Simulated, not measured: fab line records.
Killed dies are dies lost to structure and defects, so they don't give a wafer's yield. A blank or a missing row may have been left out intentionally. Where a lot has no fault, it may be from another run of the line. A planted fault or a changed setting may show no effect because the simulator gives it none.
A struck lot beside a sound one ; flow n5Finfet ; 36 out of 1938 route steps
Sound: wafers L335.3, L335.4, L335.6. Struck: wafers L338.1, L338.4, L338.6. The cause comes at the end.
Each step with rows lists, per side, the tool, then ch with its chambers, then its first start. Under that, the readings that differ: sound wafers ; struck wafers ; difference of the means ; sigmas: that difference in standard deviations of wafers without a fault.
alike: readings with means less than 2 such deviations apart, plus words and numbers identical on both sides. not compared: withheld readings, readings lacking a value on some wafer, bounds such as >300 that could conceal the same value, and numbers that have no deviation in the record and whose values overlap.
The two part at a step that has a row with sigmas, a row that says differs or no value, or rows on one side only. Non-overlapping numbers with no deviation appear without sigmas and do not part them. Lack of a reading on every wafer of one side parts them only where that side has two or more wafers.

first, 7 steps without rows for these wafers: N5_BEOL_M4_CMP_52 (polishes, stops on SiOC, t overpolish 6.8 s, target thk 40 nm); N5_BEOL_M4_PRE_CLEAN_60 (time 15 s); N5_BEOL_M4_CO_CAP_55 (material Co, precursor CCTBA/H2, target thk 2 nm, time 102.1 s); N5_BEOL_M4_PRE_CLEAN_56 (time 15 s); N5_BEOL_M4_DEP_57 (deposits SiCN from 3MS/NH3, target thk 8 nm, time 14 s); N5_BEOL_M5_ILD_DEP_00 (deposits SiCOH lowk from DEMS/porogen, target thk 140.64 nm, time 25.9 s); N5_BEOL_M5_CURE_79 (cures SiCOH lowk, time 240 s).
N5_BEOL_M5_PECVD_70: deposits SiO2 from TEOS/O2, target thk 16 nm, time 18 s.
  sound on pecvd-03 ch 0,1, day 10 05:49; struck on pecvd-02 ch 0,1,2, day 10 23:52
  alike: heaterPowerW, showerheadPlenumPTorr, throttleValvePct
  not compared: sinceWetCleanH
then, 25 steps without rows for these wafers: N5_BEOL_M5_HM_DEP_02 (deposits TiN, target thk 20 nm); N5_BEOL_M5_COAT_59 (time 60 s, resist thk 60 nm); N5_BEOL_M5_COAT_60 (time 60 s, resist thk 12 nm); N5_BEOL_M5_COAT_71 (time 60 s, resist thk 5 nm); N5_BEOL_M5_COAT_05 (resist thk 30 nm); N5_BEOL_M5_EBR_07; N5_BEOL_M5_SOFTBAKE_06 (time 60 s); N5_BEOL_M5_EXPOSE_08 (exposes mask M5, target cd 28 nm); N5_BEOL_M5_PEB_09 (peb time 60 s); N5_BEOL_M5_DEVELOP_10 (develop time 30 s); N5_BEOL_M5_DESCUM_16 (chemistry O2, time 7 s); N5_BEOL_M5_ETCH_72 (etches underlayer in N2/H2, target depth 6.5 nm, time 5.2 s); N5_BEOL_M5_ETCH_61 (etches SiARC in CF4, target depth 15.6 nm, time 26 s); N5_BEOL_M5_ETCH_62 (etches SOC in N2/H2, target depth 75 nm, overetch 15 nm, time 112.5 s); N5_BEOL_M5_STRIP_63 (strips in N2/H2); N5_BEOL_M5_STRIP_73 (strips in N2/H2); N5_BEOL_M5_STRIP_64 (strips in CF4); N5_BEOL_M5_HM_OPEN_17 (chemistry Cl2/BCl3, target TiN, target depth 20 nm, overetch 6 nm); N5_BEOL_M5_STRIP_19 (strips in O2); N5_BEOL_M5_COAT_65 (time 60 s, resist thk 60 nm); N5_BEOL_M5_COAT_66 (time 60 s, resist thk 12 nm); N5_BEOL_M5_COAT_74 (time 60 s, resist thk 5 nm); N5_BEOL_M5_COAT_22 (resist thk 30 nm); N5_BEOL_M5_EBR_24; N5_BEOL_M5_SOFTBAKE_23 (time 60 s).
N5_BEOL_M5_HM_STRIP_39: strips TiN in peroxide tin strip, target depth 25 nm, time 158 s.
  sound on wetBench-06 ch 3,4,5, day 10 12:28; struck on wetBench-01 ch 2,3,4, day 11 02:21
reading;sound;struck;difference;sigmas
model.SiO2_of_BEOL_M5_PECVD_70.thkNm (nm);15.6 16 15.6;32 32.2 32.2;+16;
N5_BEOL_M5_CMP_52: polishes, stops on SiCOH lowk, t overpolish 6.9 s, target thk 62 nm.
  sound on cmp-01 ch 0,1,3, day 10 19:03; struck on cmp-03 ch 0,1,2, day 11 10:58
reading;sound;struck;difference;sigmas
barrierFieldEndpointS (s);25.9 24.9 23.8;41.3 41.3 41.3;+16.4;+23
overpolishRunS (s);6.872 6.884 6.899;0.039 0.036 0.058;-6.841;-99 or more
  alike: headPressurePsi, motorCurrentA, timeToEndpointS
-- a jump in the record: the struck wafers' starts before and after are 4 days apart (it breaks off in module BEOL_M5 and resumes in module PASSIVATION, where the first step shown is number 1936 of the route) --
N5_PASSIVATION_PROBE_49:
  the record has rows for the struck wafers here (prober-01, day 15 06:17) and none for the sound ones

WHERE THEY PART
Earliest at N5_BEOL_M5_CMP_52; latest, in this record, at N5_PASSIVATION_PROBE_49.

WHY: whatever the simulator had introduced
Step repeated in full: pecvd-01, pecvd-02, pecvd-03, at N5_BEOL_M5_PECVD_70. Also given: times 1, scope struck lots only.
